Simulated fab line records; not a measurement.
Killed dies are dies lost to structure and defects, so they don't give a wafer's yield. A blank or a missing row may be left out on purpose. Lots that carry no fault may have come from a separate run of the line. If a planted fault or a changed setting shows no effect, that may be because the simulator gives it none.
Struck lot and sound lot, side by side    flow n5_finfet    45 out of 1938 route steps
Sound: wafers L181.3, L181.4, L181.5. Struck: wafer L193.6. (L193.4 of the same lot was not struck and is left out.) The cause comes at the end.
Order at every step that has rows: each side's tool, ch and its chambers, its first start. Under that, the readings that differ: sound wafers    struck wafers    difference of the means    sigmas: that difference in standard deviations of wafers without a fault.
alike: words and numbers the same on both sides, and readings whose means are apart by under 2 such deviations; not compared: readings that were withheld, readings missing a value for some wafer, numbers with overlapping values and no deviation given by the record, and bounds like >300 which may hide the same value.
Wherever a step has rows on one side only, a row that says differs or no value, or a row with sigmas, the two part there. Numbers that don't overlap but have no deviation are shown without sigmas and don't part them. A reading that every wafer of one side lacks parts them only if that side has two wafers or more.

first, 11 steps without rows for these wafers: N5_BEOL_M4_DESCUM_33 (chemistry O2, time 7 s); N5_BEOL_M4_ETCH_77 (etches underlayer in N2/H2, target depth 6.5 nm, time 5.2 s); N5_BEOL_M4_ETCH_69 (etches SiARC in CF4, target depth 15.6 nm, time 26 s); N5_BEOL_M4_ALD_98 (deposits SiO2, target thk 2.5 nm, pulse time 1 s, co reactant pulse time 1 s); N5_BEOL_M4_ETCHBACK_99 (etches SiO2 in CHF3, target depth 5 nm, time 10.4 s); N5_BEOL_M4_ETCH_70 (etches SOC in N2/H2, target depth 80 nm, overetch 24 nm, time 130 s); N5_BEOL_M4_STRIP_71 (strips in N2/H2); N5_BEOL_M4_STRIP_78 (strips in N2/H2); N5_BEOL_M4_VIA_ETCH_34 (etches the open film in C4F6/O2, target depth 69.4 nm, time 65.9 s); N5_BEOL_M4_STRIP_83 (strips in C4F6/O2); N5_BEOL_M4_STRIP_36 (strips in N2/H2).
N5_BEOL_M4_TRENCH_ETCH_37: etches SiOC in C4F6/O2, target depth 55.555 nm, time 29.2 s.
  sound on rie_diel-02 ch 0,1, day 8 20:11; struck on rie_diel-02 ch 1, day 13 21:04
reading                                     sound              struck  difference  sigmas
model.etch.depth_nm (nm)                    55.25 55.81 55.53  33.31   -22.22      
model.BEOL_M4.feature_depth_nm (nm)         55.2 55.8 55.6     33.4    -22.1       
model.TiN_of_BEOL_M4_HM_DEP_02.thk_nm (nm)  17.6 17.8 17.8     18.4    +0.7        
  alike: drypump_motor_current_A, oes_product_au, rf_vpp_V, showerhead_plenum_p_Torr, throttle_valve_pct
  not compared: rf_hours_counter_h
then, 2 steps without rows for these wafers: N5_BEOL_M4_ETCH_41 (etches SiCN in CH3F/O2, target depth 29.9 nm, time 52.5 s); N5_BEOL_M4_STRIP_97 (strips in N2/H2, time 10 s).
N5_BEOL_M4_OCD_MEAS_38:
  sound on ocd-02, day 8 20:20; struck on ocd-01, day 13 21:14
reading               sound           struck  difference  sigmas
trench_depth_nm (nm)  55.6 55.6 55.6  33.4    -22.2       -17
then, 25 steps without rows for these wafers: N5_BEOL_M4_HM_STRIP_39 (strips TiN in peroxide tin strip, target depth 25 nm, time 158 s); N5_BEOL_M4_SRD_40 (time 30 s); N5_BEOL_M4_PRECLEAN_42 (cleans in residue remover, time 60 s); N5_BEOL_M4_SRD_43 (time 30 s); N5_BEOL_M4_DEGAS_44 (time 60 s); N5_BEOL_M4_PRE_CLEAN_45 (time 30 s); N5_BEOL_M4_ALD_84 (deposits TaN, pulse time 2 s, purge time 3 s, co reactant purge time 2 s); N5_BEOL_M4_SURFACE_TREAT_85; N5_BEOL_M4_CVD_47 (deposits Co from CCTBA/H2, target thk 3 nm, time 223.8 s); N5_BEOL_M4_SPUTTER_48 (material Cu, target thk 4.5 nm, time 8.29 s); N5_BEOL_M4_ANNEAL_49 (time 240 s); N5_BEOL_M4_SPUTTER_79 (material Cu, target thk 4.5 nm, time 8.29 s); N5_BEOL_M4_ANNEAL_80 (time 240 s); N5_BEOL_M4_SPUTTER_81 (material Cu, target thk 4.5 nm, time 8.29 s); N5_BEOL_M4_ANNEAL_82 (time 240 s); N5_BEOL_M4_SPUTTER_86 (material Cu, target thk 4.5 nm, time 8.29 s); N5_BEOL_M4_ANNEAL_87 (time 240 s); N5_BEOL_M4_SPUTTER_88 (material Cu, target thk 4.5 nm, time 8.29 s); N5_BEOL_M4_ANNEAL_89 (time 240 s); N5_BEOL_M4_SPUTTER_90 (material Cu, target thk 4.5 nm, time 8.29 s); N5_BEOL_M4_ANNEAL_91 (time 240 s); N5_BEOL_M4_SPUTTER_92 (material Cu, target thk 4.5 nm, time 8.29 s); N5_BEOL_M4_ANNEAL_93 (time 240 s); N5_BEOL_M4_SPUTTER_94 (material Cu, target thk 4.5 nm, time 8.29 s); N5_BEOL_M4_ANNEAL_95 (time 240 s).
N5_BEOL_M4_CMP_52: polishes, stops on SiOC, t overpolish 6.8 s, target thk 40 nm.
  sound on cmp-02 ch 1,3, day 9 00:02; struck on cmp-03 ch 2, day 14 00:52
reading                                 sound           struck  difference  sigmas
motor_current_A (A)                     6.4 5.2 5.1     6.9     +1.3        +2
model.Cu_of_BEOL_M4_ECD_50.thk_nm (nm)  39.8 40.8 40.4  18.8    -21.5       
N5_BEOL_M4_THK_MEAS_53: measures by xrf.
  sound on film_metro-01, day 9 00:20; struck on film_metro-01, day 14 01:05
reading      sound           struck  difference  sigmas
M4_THK (nm)  39.7 40.6 40.3  18.8    -21.4       -13
N5_BEOL_M4_RS_MEAS_58: measures by four-point-probe.
  sound on film_metro-02, day 9 00:37; struck on film_metro-02, day 14 01:22
reading         sound           struck  difference  sigmas
M4_RS (ohm/sq)  0.67 0.65 0.66  1.85    +1.19       +33
N5_BEOL_M4_RC_MEAS_101:
  sound on prober-01 ch 0, day 9 00:59; struck on prober-01 ch 0, day 14 01:52
reading                       sound        struck  difference  sigmas
CHAIN_V3 (ohm/link)           219 231 226  267     +42         +5
CHAIN_V3_max_site (ohm/link)  228 239 234  278     +44         +4
SERP_M4 (ohm/um)              172 173 185  513     +336        +20
SERP_M4_max_site (ohm/um)     199 182 198  534     +341        +19
  alike: DIBL_N, DIBL_P, IOFF_N, IOFF_P, ION_N, ION_P, SS_N, SS_P, VT_N, VT_P
-- a jump in the record: the struck wafers' starts before and after are 5 days apart (it breaks off in module BEOL_M4 and resumes in module PASSIVATION, where the first step shown is number 1936 of the route) --
N5_PASSIVATION_PROBE_49:
  sound on prober-02, day 12 08:44; struck on prober-01, day 18 17:20
reading                   sound           struck  difference  sigmas
defect_limited_yield (%)  92.7 91.3 89.6  46.7    -44.5       -30
killed_at_M4_up           9 13 10         541     +530        +99 or more
killed_dies               86 103 123      629     +525        +29
killed_on_rim             10 12 20        63      +49         +12
sort_bin_8_speed (%)      0 0 0           44.32   +44.32      +99 or more
sort_n_pass               1094 1077 1057  551     -525        -29
  alike: killed_at_M0_to_M3, killed_at_contacts, killed_at_front_end, killed_at_other, killed_open, killed_short, sort_bin_5_function, sort_bin_6_memory

WHERE THEY PART
Last at N5_PASSIVATION_PROBE_49 as far as this record goes, first at N5_BEOL_M4_OCD_MEAS_38.

WHY: what the simulator had put in
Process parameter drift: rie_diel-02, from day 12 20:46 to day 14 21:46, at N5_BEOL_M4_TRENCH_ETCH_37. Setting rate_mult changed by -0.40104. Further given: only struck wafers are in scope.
